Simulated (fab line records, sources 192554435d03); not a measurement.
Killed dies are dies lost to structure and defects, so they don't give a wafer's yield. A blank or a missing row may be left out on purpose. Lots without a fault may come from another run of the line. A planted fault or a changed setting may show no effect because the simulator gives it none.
Problem report in the 8D (eight disciplines) form, filled by code | flow n5_finfet | the parts of the form that need people (team, actions taken, sign-off) are left out

1. THE PROBLEM
susceptor_temp_C at N5_BEOL_M11_DEGAS_44 reads a mean of 247.81 C on 2 wafers of 2 lots; wafers without a fault read 249.98 C with a standard deviation of 0.17. That is -13 standard deviations from the usual mean.
The step: time 60 s.
First seen on wafer L553.3, day 12 09:32, on pvd_sputter-03. The record holds 33 wafers of 11 lots with a number at this step. Rule for "out", or "out of limits": more than 4 standard deviations from the usual mean. The other wafers with a number count as sound.

2. WHAT IT IS AND WHAT IT IS NOT
question                    | is                | is not
which readings at this step | susceptor_temp_C  | heater_power_w
which lots                  | L549, L553        | L543, L546, L547, L559, L560, L562, L563, L564, L565
which wafers of those lots  | L549.5, L553.3    | L549.2, L549.6, L553.1, L553.6
read on which tools         | pvd_sputter-03    | pvd_sputter-01, pvd_sputter-02
when                        | from day 12 09:32 | up to then (11 sound wafers); but 20 sound wafers of L549, L559, L560, L562, L563, L564, L565 came after

3. SUSPECTS, AND WHAT RULES EACH OUT
Counting: a tool at a process step up to the reading stays a suspect if it ran every lot that is out. Sound lots after the first of them don't rule it out here, since some wafers of a struck lot are sound.
- pvd_sputter-03 at N5_BEOL_M11_DEGAS_44 (time 60 s): kept. It ran every lot that is out, first L553 (day 12 09:32); its last sound lot up to then is L547 (day 11 14:17). Its own readings are out on those wafers: susceptor_temp_C.
Left after counting: pvd_sputter-03 at N5_BEOL_M11_DEGAS_44.

4. THE CAUSE (what the simulator had put in)
Process parameter drift: pvd_sputter-03, from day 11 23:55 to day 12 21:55, at N5_BEOL_M11_DEGAS_44. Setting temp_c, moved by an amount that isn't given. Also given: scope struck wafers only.
Counting left only this tool.

5. THE CHAIN OF EFFECTS, in route order
Each row: a reading whose mean over the struck wafers that have a number lies more than 3 standard deviations from the usual. Only readings for which the record gives a usual standard deviation are gone through. hours: the time from each lot's start at the first step in this table that gives one to its start at this step, as a median over the lots. sigmas: the change in usual standard deviations.
hours | step                 | reading          | usual    | on struck wafers | change | sigmas
0     | N5_BEOL_M11_DEGAS_44 | susceptor_temp_C | 249.98 C | 247.81           | -2.17  | -13
The process steps in it:
- N5_BEOL_M11_DEGAS_44: time 60 s.

6. WHAT WOULD HAVE CAUGHT IT SOONER
In this record the first reading out of limits was taken at day 12 09:32, 10 hours after the fault began at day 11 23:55.
